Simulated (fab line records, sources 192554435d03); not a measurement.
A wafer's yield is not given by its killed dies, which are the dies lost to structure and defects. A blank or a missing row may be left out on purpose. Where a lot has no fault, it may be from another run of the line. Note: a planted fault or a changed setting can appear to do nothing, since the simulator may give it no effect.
Which tool was responsible? -- flow n5-finfet -- 24 lots, 72 wafers sampled, at 6 steps of a route of 1938

## WHAT THE GAUGES SHOWED, per wafer
The record holds no reading of a measuring or inspecting step that can be judged against a usual standard deviation.

## WHICH TOOL RAN EACH LOT (tool, then ch and the chambers of the sampled wafers, then the start)
lot,N5_BEOL_M2_ANNEAL_51,N5_BEOL_M3_ETCH_69,N5_BEOL_M3_ALD_98,N5_BEOL_M3_ETCH_70,N5_BEOL_M3_SPUTTER_48,N5_BEOL_M3_ANNEAL_93
L074,"rtp-anneal-02 ch 0, day 6 21:40","rie-diel-03 ch 0,2,3, day 7 01:21","ald-sin-03 ch 0,1,3, day 7 01:26","rie-diel-03 ch 0,1,2, day 7 08:15","pvd-sputter-01, day 7 09:55","pvd-sputter-01, day 7 11:26"
L075,"rtp-anneal-02 ch 0, day 7 01:24","rie-diel-02 ch 1,2, day 7 05:17","ald-sin-03 ch 1,2,3, day 7 05:25","rie-diel-03 ch 0,1,3, day 7 10:54","pvd-sputter-03, day 7 12:26","pvd-sputter-03, day 7 13:50"
L076,"rtp-anneal-01 ch 0, day 7 13:02","rie-diel-03 ch 0,1,2, day 7 16:18","ald-sin-03 ch 2,3, day 7 16:23","rie-diel-02 ch 0,1,2, day 7 17:17","pvd-sputter-02, day 7 18:32","pvd-sputter-02, day 7 19:56"
L078,"rtp-anneal-01 ch 0, day 7 17:34","rie-diel-06 ch 2,3, day 7 22:13","ald-sin-04 ch 1,2,3, day 7 23:41","rie-diel-02 ch 0,1, day 7 23:55","pvd-sputter-02, day 8 03:09","pvd-sputter-02, day 8 04:33"
L077,"rtp-anneal-01 ch 0, day 7 20:29","rie-diel-02 ch 1,2, day 7 23:06","ald-sin-02 ch 0,1, day 7 23:46","rie-diel-03 ch 0,1,3, day 8 00:03","pvd-sputter-01, day 8 04:13","pvd-sputter-01, day 8 05:37"
L079,"rtp-anneal-02 ch 0, day 8 00:12","rie-diel-03 ch 2,3, day 8 04:27","ald-sin-04 ch 1,2,3, day 8 04:32","rie-diel-03 ch 1,2,3, day 8 05:49","pvd-sputter-02, day 8 10:35","pvd-sputter-02, day 8 11:59"
L080,"rtp-anneal-01 ch 0, day 8 02:39","rie-diel-06 ch 0,2,3, day 8 06:49","ald-sin-04 ch 0,1,3, day 8 07:10","rie-diel-06 ch 1,2,3, day 8 11:55","pvd-sputter-03, day 8 14:38","pvd-sputter-03, day 8 16:02"
L081,"rtp-anneal-01 ch 0, day 8 14:43","rie-diel-06 ch 0,1, day 8 17:24","ald-sin-04 ch 2,3, day 8 17:29","rie-diel-02 ch 0,1,3, day 8 17:41","pvd-sputter-02, day 8 19:10","pvd-sputter-02, day 8 20:34"
L082,"rtp-anneal-01 ch 0, day 8 15:25","rie-diel-02 ch 0,1,2, day 8 18:41","ald-sin-02 ch 0,2,3, day 8 18:46","rie-diel-02 ch 0,2,3, day 9 00:19","pvd-sputter-02, day 9 03:06","pvd-sputter-02, day 9 04:30"
L083,"rtp-anneal-01 ch 0, day 8 18:26","rie-diel-02 ch 1,2, day 8 22:58","ald-sin-02 ch 1,2,3, day 8 23:09","rie-diel-02 ch 0,3, day 9 09:32","pvd-sputter-03, day 9 13:07","pvd-sputter-03, day 9 14:31"
L084,"rtp-anneal-01 ch 0, day 9 04:05","rie-diel-06 ch 0,1,3, day 9 06:41","ald-sin-02 ch 2,3, day 9 06:46","rie-diel-06 ch 0,1, day 9 14:41","pvd-sputter-01, day 9 17:15","pvd-sputter-01, day 9 18:39"
L085,"rtp-anneal-01 ch 0, day 9 13:17","rie-diel-03 ch 1,2,3, day 9 16:46","ald-sin-04 ch 1,2,3, day 9 16:52","rie-diel-06 ch 1,2,3, day 9 19:05","pvd-sputter-03, day 9 20:46","pvd-sputter-03, day 9 22:10"
L086,"rtp-anneal-01 ch 0, day 9 21:55","rie-diel-03 ch 1,2, day 10 00:34","ald-sin-04 ch 2,3, day 10 00:38","rie-diel-03 ch 1,2, day 10 01:08","pvd-sputter-01, day 10 02:58","pvd-sputter-01, day 10 04:22"
L087,"rtp-anneal-02 ch 0, day 10 01:49","rie-diel-06 ch 0,2,3, day 10 06:28","ald-sin-02 ch 1,2,3, day 10 06:32","rie-diel-03 ch 1,3, day 10 11:11","pvd-sputter-01, day 10 12:56","pvd-sputter-01, day 10 14:20"
L088,"rtp-anneal-02 ch 0, day 10 06:46","rie-diel-06 ch 0,2,3, day 10 09:58","ald-sin-04 ch 2,3, day 10 10:03","rie-diel-06 ch 0,1,3, day 11 02:26","pvd-sputter-01, day 11 05:31","pvd-sputter-01, day 11 06:55"
L089,"rtp-anneal-02 ch 0, day 10 10:41","rie-diel-02 ch 0,2,3, day 10 16:36","ald-sin-02 ch 0,1,2, day 10 16:41","rie-diel-02 ch 0,2,3, day 10 17:50","pvd-sputter-01, day 10 19:19","pvd-sputter-01, day 10 20:43"
L090,"rtp-anneal-01 ch 0, day 10 19:26","rie-diel-06 ch 0,1,3, day 10 22:58","ald-sin-04 ch 1,2,3, day 10 23:21","rie-diel-06 ch 0,1, day 11 06:18","pvd-sputter-02, day 11 08:23","pvd-sputter-02, day 11 09:47"
L091,"rtp-anneal-01 ch 0, day 11 05:46","rie-diel-06 ch 0,1,3, day 11 08:58","ald-sin-02 ch 0,2,3, day 11 09:02","rie-diel-06 ch 0,1,3, day 11 10:01","pvd-sputter-02, day 11 11:41","pvd-sputter-02, day 11 13:05"
L092,"rtp-anneal-01 ch 0, day 11 08:31","rie-diel-02 ch 2,3, day 11 12:05","ald-sin-03 ch 0,1,3, day 11 12:12","rie-diel-03 ch 1,2, day 11 18:41","pvd-sputter-03, day 11 21:59","pvd-sputter-03, day 11 23:23"
L093,"rtp-anneal-02 ch 0, day 11 11:49","rie-diel-06 ch 0,1,2, day 11 15:37","ald-sin-02 ch 0,1,3, day 11 15:41","rie-diel-02 ch 2,3, day 11 18:36","pvd-sputter-03, day 11 20:09","pvd-sputter-03, day 11 21:33"
L094,"rtp-anneal-01 ch 0, day 11 19:47","rie-diel-02 ch 1,2,3, day 12 00:13","ald-sin-02 ch 0,1,3, day 12 01:08","rie-diel-02 ch 0,1,2, day 12 01:26","pvd-sputter-01, day 12 04:32","pvd-sputter-01, day 12 05:56"
L095,"rtp-anneal-02 ch 0, day 11 22:26","rie-diel-03 ch 1,2, day 12 01:37","ald-sin-04 ch 1,2,3, day 12 02:08","rie-diel-03 ch 1,2, day 12 04:34","pvd-sputter-02, day 12 06:14","pvd-sputter-02, day 12 07:38"
L096,"rtp-anneal-01 ch 0, day 12 05:08","rie-diel-06 ch 0,1,3, day 12 08:54","ald-sin-03 ch 0,1,3, day 12 09:48","rie-diel-03 ch 1,2,3, day 12 14:21","pvd-sputter-03, day 12 16:17","pvd-sputter-03, day 12 17:41"
L097,"rtp-anneal-02 ch 0, day 12 18:08","rie-diel-03 ch 0,2,3, day 12 22:55","ald-sin-02 ch 0,1,2, day 12 22:59","rie-diel-02 ch 0,1,3, day 13 06:37","pvd-sputter-03, day 13 07:50","pvd-sputter-03, day 13 09:14"
- N5_BEOL_M2_ANNEAL_51: time 90 s.
- N5_BEOL_M3_ETCH_69: etches SiARC in CF4, target depth 15.6 nm, time 26 s.
- N5_BEOL_M3_ALD_98: deposits SiO2, target thk 2.5 nm, pulse time 1 s, co reactant pulse time 1 s.
- N5_BEOL_M3_ETCH_70: etches SOC in N2/H2, target depth 80 nm, overetch 16 nm, time 120 s.
- N5_BEOL_M3_SPUTTER_48: material Cu, target thk 4.5 nm, time 8.29 s.
- N5_BEOL_M3_ANNEAL_93: time 240 s.

## WHAT THE TOOLS THEMSELVES READ (means of the sampled wafers that have a number; where no wafer has one, the mark that the record gives instead)
N5_BEOL_M2_ANNEAL_51. Usual: anneal-temp-c 224.96 C, standard deviation 0.18; wafer_temp_C_max 226.03, standard deviation 0.26.
lot,tool,anneal-temp-c (C),wafer_temp_C_max,flag
L074,rtp-anneal-02,225.00,226.34,
L075,rtp-anneal-02,224.96,226.14,
L076,rtp-anneal-01,224.95,226.01,
L078,rtp-anneal-01,224.78,226.14,
L077,rtp-anneal-01,224.95,225.94,
L079,rtp-anneal-02,224.84,226.45,
L080,rtp-anneal-01,225.04,225.88,
L081,rtp-anneal-01,225.05,226.08,
L082,rtp-anneal-01,225.24,225.65,
L083,rtp-anneal-01,225.00,226.05,
L084,rtp-anneal-01,225.14,225.98,
L085,rtp-anneal-01,225.16,225.99,
L086,rtp-anneal-01,224.85,226.00,
L087,rtp-anneal-02,224.93,226.15,
L088,rtp-anneal-02,224.72,226.19,
L089,rtp-anneal-02,224.91,226.18,
L090,rtp-anneal-01,225.05,225.65,
L091,rtp-anneal-01,224.87,225.72,
L092,rtp-anneal-01,225.04,225.94,
L093,rtp-anneal-02,224.78,226.03,
L094,rtp-anneal-01,224.92,225.99,
L095,rtp-anneal-02,224.92,226.13,
L096,rtp-anneal-01,224.92,225.83,
L097,rtp-anneal-02,225.09,226.08,

N5_BEOL_M3_ETCH_69. Usual: drypump-motor-current-A 5.5 A, standard deviation 0.54; etch-rf-on-time-s 26.4 s, standard deviation 0.79; oes-product-au 0.66 a.u., standard deviation 0.069; rf-vpp-V 184.0 V, standard deviation 1.3; showerhead-plenum-p-Torr 2.13 Torr, standard deviation 0.088; throttle-valve-pct 15.72 %, standard deviation 0.27.
lot,tool,drypump-motor-current-A (A),etch-rf-on-time-s (s),oes-product-au (a.u.),rf-vpp-V (V),showerhead-plenum-p-Torr (Torr),throttle-valve-pct (%),flag
L074,rie-diel-03,5.9,26.8,0.64,184.5,2.11,15.66,
L075,rie-diel-02,5.6,26.5,0.68,183.9,2.09,15.68,
L076,rie-diel-03,5.4,26.7,0.69,184.0,2.19,15.51,
L078,rie-diel-06,4.7,25.8,0.68,183.8,2.14,15.72,
L077,rie-diel-02,5.6,26.3,0.67,184.0,2.09,15.69,
L079,rie-diel-03,6.0,27.0,0.63,183.9,2.05,15.67,
L080,rie-diel-06,5.2,26.4,0.64,184.0,2.10,15.90,
L081,rie-diel-06,5.7,25.3,0.67,184.1,2.19,15.76,
L082,rie-diel-02,5.6,26.6,0.64,183.7,2.06,15.84,
L083,rie-diel-02,5.6,26.3,0.67,183.0,2.08,15.71,
L084,rie-diel-06,5.4,25.5,0.67,184.2,2.15,15.77,
L085,rie-diel-03,5.6,26.4,0.68,184.2,2.12,15.56,
L086,rie-diel-03,5.1,26.3,0.73,185.1,2.20,15.42,
L087,rie-diel-06,5.2,26.4,0.63,183.7,2.10,15.93,
L088,rie-diel-06,5.2,26.3,0.62,183.3,2.10,15.94,
L089,rie-diel-02,5.8,27.2,0.70,183.7,2.09,15.60,
L090,rie-diel-06,5.5,25.8,0.66,183.9,2.15,15.80,
L091,rie-diel-06,5.5,25.6,0.66,183.9,2.14,15.80,
L092,rie-diel-02,5.8,26.9,0.72,183.5,2.11,15.49,
L093,rie-diel-06,5.5,26.3,0.61,184.1,2.14,15.93,
L094,rie-diel-02,5.7,26.9,0.75,183.3,2.13,15.50,
L095,rie-diel-03,5.1,26.4,0.70,185.4,2.20,15.46,
L096,rie-diel-06,5.4,25.5,0.65,183.7,2.14,15.82,
L097,rie-diel-03,5.9,26.5,0.70,184.5,2.19,15.56,

N5_BEOL_M3_ALD_98. Usual: heater-power-w 77 W, standard deviation 6.2; precursor-pulse-height-rel 0.999, standard deviation 0.019.
lot,tool,heater-power-w (W),precursor-pulse-height-rel,flag
L074,ald-sin-03,81,0.998,
L075,ald-sin-03,81,1.008,
L076,ald-sin-03,71,1.005,
L078,ald-sin-04,77,1.025,
L077,ald-sin-02,76,1.015,
L079,ald-sin-04,76,0.994,
L080,ald-sin-04,77,0.982,
L081,ald-sin-04,79,1.006,
L082,ald-sin-02,78,1.009,
L083,ald-sin-02,76,1.000,
L084,ald-sin-02,78,0.978,
L085,ald-sin-04,76,0.996,
L086,ald-sin-04,76,0.998,
L087,ald-sin-02,77,0.981,
L088,ald-sin-04,80,1.005,
L089,ald-sin-02,77,1.000,
L090,ald-sin-04,76,0.995,
L091,ald-sin-02,78,0.988,
L092,ald-sin-03,80,1.000,
L093,ald-sin-02,77,1.020,
L094,ald-sin-02,77,1.001,
L095,ald-sin-04,76,0.978,
L096,ald-sin-03,80,0.999,
L097,ald-sin-02,76,0.999,

N5_BEOL_M3_ETCH_70. Usual: drypump-motor-current-A 5.6 A, standard deviation 0.51; oes-product-au 0.61 a.u., standard deviation 0.064; rf-vpp-V 523 V, standard deviation 3.3; showerhead-plenum-p-Torr 2.52 Torr, standard deviation 0.11; throttle-valve-pct 17.84 %, standard deviation 0.29.
lot,tool,drypump-motor-current-A (A),oes-product-au (a.u.),rf-vpp-V (V),showerhead-plenum-p-Torr (Torr),throttle-valve-pct (%),flag
L074,rie-diel-03,5.4,0.64,526,2.61,17.67,
L075,rie-diel-03,5.8,0.60,525,2.58,17.69,
L076,rie-diel-02,5.6,0.59,521,2.44,18.04,
L078,rie-diel-02,5.6,0.56,520,2.40,18.22,
L077,rie-diel-03,5.8,0.59,525,2.58,17.70,
L079,rie-diel-03,5.6,0.63,524,2.53,17.71,
L080,rie-diel-06,5.0,0.59,525,2.57,17.77,
L081,rie-diel-02,5.7,0.62,521,2.49,17.97,
L082,rie-diel-02,5.8,0.66,521,2.48,17.82,
L083,rie-diel-02,5.9,0.68,523,2.53,17.74,
L084,rie-diel-06,6.0,0.57,523,2.49,18.06,
L085,rie-diel-06,5.0,0.59,525,2.57,17.79,
L086,rie-diel-03,5.1,0.65,526,2.63,17.68,
L087,rie-diel-03,6.0,0.57,522,2.50,17.76,
L088,rie-diel-06,5.5,0.59,524,2.54,17.88,
L089,rie-diel-02,5.8,0.64,521,2.47,17.85,
L090,rie-diel-06,5.7,0.58,525,2.57,17.78,
L091,rie-diel-06,5.4,0.59,524,2.54,17.88,
L092,rie-diel-03,5.1,0.63,526,2.62,17.70,
L093,rie-diel-02,5.8,0.65,523,2.50,17.70,
L094,rie-diel-02,5.6,0.64,521,2.43,17.93,
L095,rie-diel-03,5.2,0.63,524,2.54,17.76,
L096,rie-diel-03,5.6,0.67,525,2.62,17.62,
L097,rie-diel-02,5.7,0.65,521,2.48,17.85,

N5_BEOL_M3_SPUTTER_48. Usual: throttle-valve-pct at 29.7 %, with a standard deviation of 1.
lot,tool,throttle-valve-pct (%),flag
L074,pvd-sputter-01,30.0,
L075,pvd-sputter-03,29.8,
L076,pvd-sputter-02,29.7,
L078,pvd-sputter-02,29.7,
L077,pvd-sputter-01,29.6,
L079,pvd-sputter-02,30.2,
L080,pvd-sputter-03,29.1,
L081,pvd-sputter-02,30.1,
L082,pvd-sputter-02,29.5,
L083,pvd-sputter-03,29.3,
L084,pvd-sputter-01,29.2,
L085,pvd-sputter-03,29.6,
L086,pvd-sputter-01,29.0,
L087,pvd-sputter-01,29.1,
L088,pvd-sputter-01,30.0,
L089,pvd-sputter-01,30.0,
L090,pvd-sputter-02,29.8,
L091,pvd-sputter-02,29.6,
L092,pvd-sputter-03,29.8,
L093,pvd-sputter-03,29.7,
L094,pvd-sputter-01,30.2,
L095,pvd-sputter-02,30.4,
L096,pvd-sputter-03,29.3,
L097,pvd-sputter-03,29.8,

N5_BEOL_M3_ANNEAL_93. Usual: heater-power-w at 855 W, with a standard deviation of 85.
lot,tool,heater-power-w (W),flag
L074,pvd-sputter-01,820,
L075,pvd-sputter-03,912,
L076,pvd-sputter-02,769,
L078,pvd-sputter-02,778,
L077,pvd-sputter-01,867,
L079,pvd-sputter-02,786,
L080,pvd-sputter-03,869,
L081,pvd-sputter-02,841,
L082,pvd-sputter-02,817,
L083,pvd-sputter-03,875,
L084,pvd-sputter-01,881,
L085,pvd-sputter-03,834,
L086,pvd-sputter-01,809,
L087,pvd-sputter-01,954,
L088,pvd-sputter-01,816,
L089,pvd-sputter-01,891,
L090,pvd-sputter-02,816,
L091,pvd-sputter-02,803,
L092,pvd-sputter-03,888,
L093,pvd-sputter-03,930,
L094,pvd-sputter-01,898,
L095,pvd-sputter-02,775,
L096,pvd-sputter-03,921,
L097,pvd-sputter-03,957,

## THE ANSWER, worked out from the rows above alone
Rule: take the mean of a lot's wafers that have a number; if it is more than 3 standard deviations from the usual mean, the lot is off. A lot without any number at a reading at which 4 lots or more have one is off too. The other lots that the step has rows for count as sound. After the gauges, taken in route order, come the tools' own readings; for these a lot's mean is taken, as printed above. At the first step where some lot is off, the reading lying furthest off is the one used; lots without a number count as furthest.
No lot is off at any reading shown: from this, nothing can be told.

## WHAT THE SIMULATOR PUT IN
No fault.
